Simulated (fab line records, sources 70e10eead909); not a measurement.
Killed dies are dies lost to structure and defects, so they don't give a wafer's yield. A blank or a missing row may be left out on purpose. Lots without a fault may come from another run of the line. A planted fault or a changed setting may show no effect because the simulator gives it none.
One fault seen from 2 desks | flow nand_harc | each desk has only its own numbers; what lay behind them comes last

THE METROLOGY DESK
What the gauges read, lot by lot, whatever tool the lot ran on: means of the sampled wafers that have a number. A lot is out of limits, marked OUT, if its mean lies more than 4 standard deviations from the usual mean; the brackets give that distance.
Columns: A = thk_nm at NHARC_P_M0_THK_MEAS_24, usual 117.4 nm; B = cd_nm at NHARC_P_M2_CD_MEAS_09, usual 170.3 nm
lot  | first seen here | A     | B
L743 | day 6 08:11     | 115.8 | 169.8
L745 | day 6 18:00     | 116.9 | 170.7
L744 | day 6 18:28     | 117.5 | 170.9
L749 | day 7 13:50     | 117.4 | 170.3
L755 | day 9 05:16     | 118.4 | 184.9 (+30) OUT
L754 | day 9 05:36     | 117.9 | 184.8 (+30) OUT
L757 | day 10 04:08    | 116.5 | 170.2
L758 | day 10 04:46    | 117.8 | 170.1
L760 | day 10 12:56    | 118.4 | 169.8
L762 | day 10 20:10    | 115.9 | 170.0
L763 | day 11 01:25    | 118.4 | 170.0
L764 | day 11 11:21    | 119.2 | 170.3
This desk's finding: out of limits on L754, L755; first on L755, day 9 11:15 (cd_nm at NHARC_P_M2_CD_MEAS_09). In limits: L743, L745, L744, L749, L757, L758, L760, L762, L763, L764.

THE TOOL OWNER'S DESK: litho_track-06
The tool's own readings at NHARC_P_M2_PEB_07 (peb time 65 s): means of the sampled wafers that have a number, for each lot that ran on this tool. A lot is out of limits, marked OUT, if its mean lies more than 4 standard deviations from the usual mean; the brackets give that distance.
Columns: A = heater_power_total_W at NHARC_P_M2_PEB_07, usual 156.6 W; B = plate_temp_C at NHARC_P_M2_PEB_07, usual 100.02 C
lot  | first seen here | A               | B
L745 | day 7 00:29     | 157.0           | 99.92
L744 | day 7 00:40     | 156.5           | 100.06
L755 | day 9 11:10     | 166.7 (+25) OUT | 104.53 (+41) OUT
L754 | day 9 11:29     | 166.5 (+24) OUT | 104.61 (+42) OUT
This desk's finding: out of limits on L754, L755; first on L755, day 9 11:10 (heater_power_total_W at NHARC_P_M2_PEB_07). In limits: L745, L744.

PUT TOGETHER
The tool owner's desk could have raised an alarm at day 9 11:10, on L754, L755.
The metrology desk could have raised an alarm at day 9 11:15, on L754, L755.
Of the lots named, all ran NHARC_P_M2_PEB_07 on litho_track-06.

WHAT THE SIMULATOR HAD PUT IN
Process parameter drift: litho_track-06, from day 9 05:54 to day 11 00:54, at NHARC_P_M2_PEB_07. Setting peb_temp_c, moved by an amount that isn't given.
Lots struck among those shown: L754, L755.
Hours from the fault's start to each desk's first reading out of limits: the tool owner's desk, 5; the metrology desk, 5.
